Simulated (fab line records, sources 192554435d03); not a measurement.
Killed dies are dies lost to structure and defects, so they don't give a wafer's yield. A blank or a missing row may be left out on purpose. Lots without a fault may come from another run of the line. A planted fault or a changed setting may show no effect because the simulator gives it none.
Split-lot experiment | flow n5_finfet | 7 lots, 21 wafers read, on a route of 1938 steps

THE SPLIT
At N5_BEOL_M1_COAT_61 (time 60 s, resist thk 60 nm), the setting spin_rpm was moved away from the recipe's 1500 rpm on 8 of the 21 wafers read, by -7.9% to +6.1%. The other wafers ran this setting at the recipe's value.

FROM THE SPLIT TO THE READING: what the file shows between them, 8 steps
- N5_BEOL_M1_COAT_62: time 60 s, resist thk 12 nm
- N5_BEOL_M1_COAT_73: time 60 s, resist thk 5 nm
- N5_BEOL_M1_ETCH_74: etches underlayer in N2/H2, target depth 6.5 nm, time 5.2 s
- N5_BEOL_M1_ETCH_63: etches SiARC in CF4, target depth 15.6 nm, time 26 s
- N5_BEOL_M1_ETCH_64: etches SOC in N2/H2, target depth 75 nm, overetch 15 nm, time 112.5 s
- N5_BEOL_M1_STRIP_65: strips in N2/H2
- N5_BEOL_M1_STRIP_75: strips in N2/H2
- N5_BEOL_M1_STRIP_66: strips in CF4

THE READING
SOC_of_BEOL_M1_COAT_61.thk_nm (the simulator's own value, which no gauge read), in nm, at N5_BEOL_M1_HM_OPEN_17 (chemistry Cl2/BCl3, target TiN, target depth 20 nm, overetch 6 nm). The file gives no usual value for it. The 13 wafers here that ran the recipe average 52.1 nm, standard deviation 0.22 nm.

wafer  | tool, chamber at the split | spin_rpm as run, rpm | against the recipe | SOC_of_BEOL_M1_COAT_61.thk_nm, nm | against lot-mates on the recipe
L076.1 | litho_track-01, 0          | 1500                 | recipe             | 52.6                              | -
L076.3 | litho_track-01, 0          | 1500                 | recipe             | 52.2                              | -
L076.5 | litho_track-01, 0          | 1500                 | recipe             | 52.2                              | -
L077.2 | litho_track-02, 0          | 1500                 | recipe             | 52                                | -
L077.3 | litho_track-02, 0          | 1500                 | recipe             | 51.8                              | -
L077.6 | litho_track-02, 0          | 1437                 | -4.2%              | 53.2                              | +1.3
L078.3 | litho_track-04, 0          | 1591                 | +6.1%              | 50.6                              | no lot-mate on the recipe
L078.4 | litho_track-04, 0          | 1591                 | +6.1%              | 50.4                              | no lot-mate on the recipe
L078.6 | litho_track-04, 0          | 1591                 | +6.1%              | 50.4                              | no lot-mate on the recipe
L080.3 | litho_track-02, 0          | 1500                 | recipe             | 52                                | -
L080.4 | litho_track-02, 0          | 1500                 | recipe             | 52.4                              | -
L080.5 | litho_track-02, 0          | 1500                 | recipe             | 52.2                              | -
L083.3 | litho_track-01, 0          | 1500                 | recipe             | 52                                | -
L083.5 | litho_track-01, 0          | 1408                 | -6.1%              | 54                                | +2.1
L083.6 | litho_track-01, 0          | 1500                 | recipe             | 51.8                              | -
L086.1 | litho_track-04, 0          | 1500                 | recipe             | 52                                | -
L086.3 | litho_track-04, 0          | 1407                 | -6.2%              | 53.8                              | +1.8
L086.5 | litho_track-04, 0          | 1407                 | -6.2%              | 54                                | +2.0
L091.1 | litho_track-04, 0          | 1500                 | recipe             | 52.2                              | -
L091.3 | litho_track-04, 0          | 1500                 | recipe             | 52                                | -
L091.4 | litho_track-04, 0          | 1382                 | -7.9%              | 54.6                              | +2.5

THE FIT
A straight line over all 21 wafers: SOC_of_BEOL_M1_COAT_61.thk_nm changes by -0.288 nm for each +1% of spin_rpm; r = -0.98; the points scatter about the line by 0.2 nm.
The same after taking each lot's own level away (the mean of its wafers on the recipe; 18 wafers): -0.317 nm for each +1%; r = -0.99; scatter 0.14 nm.
On that fit, the largest move of spin_rpm shifts the reading by 2.5 nm.
The lots' own levels span 51.90 to 52.33 nm, that is 2.0 times the standard deviation above.
So the lot-to-lot level changes the slope little: the two slopes agree.
Check: with one of the wafers moved furthest among these (-7.9%) left out of the fit, the line predicts +2.49 nm for it against its lot-mates. It came out at +2.5 nm against them.

OTHER SPLITS ON THESE WAFERS
These wafers also went through other splits before the reading. Each is held against what the fit with the lots' levels taken away leaves over:
other split on the same wafers          | wafers away from the commonest value | r with SOC_of_BEOL_M1_COAT_61.thk_nm (lot level and that fit taken away)
N5_MOL_CONTACT_COAG_COAT_64 spin_rpm    | 7                                    | -0.14
N5_BEOL_M0_SAQP_DESCUM_19 time_s        | 6                                    | +0.32
N5_BEOL_M0_SAQP_ETCH_106 target_depth_a | 7                                    | +0.07
N5_BEOL_M1_PECVD_72 temp_c              | 6                                    | -0.15

THE WHOLE CHAIN: every reading that the file lists as answering this split, in the file's order
step                  | what it does                                                          | reading                                                                        | change (the file's fit)               | r (the file's)
N5_BEOL_M1_COAT_61    | time 60 s, resist thk 60 nm                                           | SOC_of_BEOL_M1_COAT_61.thk_nm (the simulator's own value, which no gauge read) | -0.3 nm for each +1% of the setting   | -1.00
N5_BEOL_M1_ETCH_64    | etches SOC in N2/H2, target depth 75 nm, overetch 15 nm, time 112.5 s | etch.depth_nm (the simulator's own value, which no gauge read)                 | -0.314 nm for each +1% of the setting | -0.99
N5_BEOL_M1_HM_OPEN_17 | chemistry Cl2/BCl3, target TiN, target depth 20 nm, overetch 6 nm     | SOC_of_BEOL_M1_COAT_61.thk_nm (the simulator's own value, which no gauge read) | -0.32 nm for each +1% of the setting  | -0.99

THE FILE'S OWN FIT
SOC_of_BEOL_M1_COAT_61.thk_nm changes by -0.32 nm for each +1% of spin_rpm, r = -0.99.
